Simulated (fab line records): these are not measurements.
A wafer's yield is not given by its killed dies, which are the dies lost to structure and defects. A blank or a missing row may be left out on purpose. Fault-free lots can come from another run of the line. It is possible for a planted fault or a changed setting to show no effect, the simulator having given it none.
A struck lot beside a sound one | flow nand harc | 15 out of 1159 route steps
Sound: these wafers, L202.1, L202.3, L202.4. Wafers L211.2, L211.3, L211.5 were the ones struck. The cause is named last.
For every step that has rows: the tool of each side, followed by ch and its chambers, followed by its first start. Under that, the readings that differ: sound wafers | struck wafers | difference of the means | sigmas: that difference in standard deviations of wafers without a fault.
alike: words and numbers the same on both sides, and readings whose means are apart by under 2 such deviations; not compared: readings that were withheld, readings missing a value for some wafer, numbers with overlapping values and no deviation given by the record, and bounds like >300 which may hide the same value.
The two part at a step that has a row with sigmas, a row that says differs or no value, or rows on one side only. Numbers that don't overlap but have no deviation are shown without sigmas and don't part them. A reading missing from all wafers of one side parts the sides only when that side holds two or more wafers.

first, 8 steps without rows for these wafers: NHARC_THIN_TSV_DEHYDRATE_25 (time 120 s); NHARC_THIN_TSV_HMDS_26 (time 30 s); NHARC_THIN_TSV_COAT_27; NHARC_THIN_TSV_SOFTBAKE_28 (time 95 s); NHARC_THIN_TSV_EBR_29; NHARC_THIN_TSV_EXPOSE_30 (exposes mask PAD); NHARC_THIN_TSV_PEB_31 (peb time 85 s); NHARC_THIN_TSV_DEVELOP_32 (time 70 s).
NHARC_THIN_TSV_CD_MEAS_33 targets a cd of 5000 nm.
  sound on cd sem-02 ch 0, day 19 23:33; struck on cd sem-01 ch 0, day 23 00:25
  alike: cd nm
then, 1 step without rows for these wafers: NHARC_THIN_TSV_HARDBAKE_34 (time 80 s).
NHARC_THIN_TSV_DESCUM_35: chemistry O2, time 3 s.
  sound on rie diel-04 ch 0,2,3, day 19 23:43; struck on rie diel-13 ch 0,1,2, day 23 00:36
  reading                | sound                | struck               | difference | sigmas
  throttle valve pct (%) | 11.301 11.289 11.309 | 11.324 11.328 11.304 | +0.019     | +2
  alike: drypump motor current A, oes product au, rf vpp V, showerhead plenum p Torr
  not compared: rf hours counter h
NHARC_THIN_TSV_ETCH_59: etches the open film in Cl2/BCl3, target depth 880 nm, time 138.1 s.
  sound on rie metal-02 ch 0,1, day 19 23:50; struck on rie metal-02 ch 0,1, day 23 00:42
  alike: bias w, drypump motor current A, oes product au, throttle valve pct
  not compared: rf hours counter h
NHARC_THIN_TSV_ETCH_36: etches the open film in Cl2/BCl3, target depth 65 nm, time 18.571 s.
  sound on rie metal-02 ch 0,1, day 20 00:07; struck on rie metal-02 ch 0,1, day 23 00:58
  reading        | sound       | struck                  | difference | sigmas
  over etch frac | 0.3 0.3 0.3 | 0.55746 0.55746 0.55746 | +0.25746   |
  alike: drypump motor current A, oes product au
  not compared: rf hours counter h
NHARC_THIN_TSV_STRIP_56: strips in O2.
  sound on plasma asher-02 ch 0,1, day 20 00:13; struck on plasma asher-01 ch 0,1, day 23 01:07
  alike: drypump motor current A, heater power w
  not compared: rf hours counter h
NHARC_END_SORT_01:
  sound on prober-01 ch 0, day 20 11:59; struck on prober-02 ch 0, day 23 10:10
  reading                  | sound          | struck         | difference | sigmas
  defect limited yield (%) | 96.2 95.1 96.0 | 92.3 92.3 93.1 | -3.2       | -2
  killed at array          | 24 27 22       | 49 49 45       | +23        | +3
  killed dies              | 26 33 27       | 52 52 47       | +22        | +2
  sort_bin_4_pct (%)       | 3.0 2.8 2.4    | 4.4 5.6 4.6    | +2.1       | +2
  sort n pass              | 651 644 650    | 625 625 630    | -22        | -2
  sort yield pct (%)       | 96.2 95.1 96.0 | 92.3 92.3 93.1 | -3.2       | -2
  alike: killed at other, killed at periphery, killed open, killed short, sort_bin_2_pct, sort_bin_3_pct, sort rim yield pct

== WHERE THEY PART ==
Last at NHARC_END_SORT_01 as far as this record goes, first at NHARC_THIN_TSV_DESCUM_35.

WHY: what the simulator had put in
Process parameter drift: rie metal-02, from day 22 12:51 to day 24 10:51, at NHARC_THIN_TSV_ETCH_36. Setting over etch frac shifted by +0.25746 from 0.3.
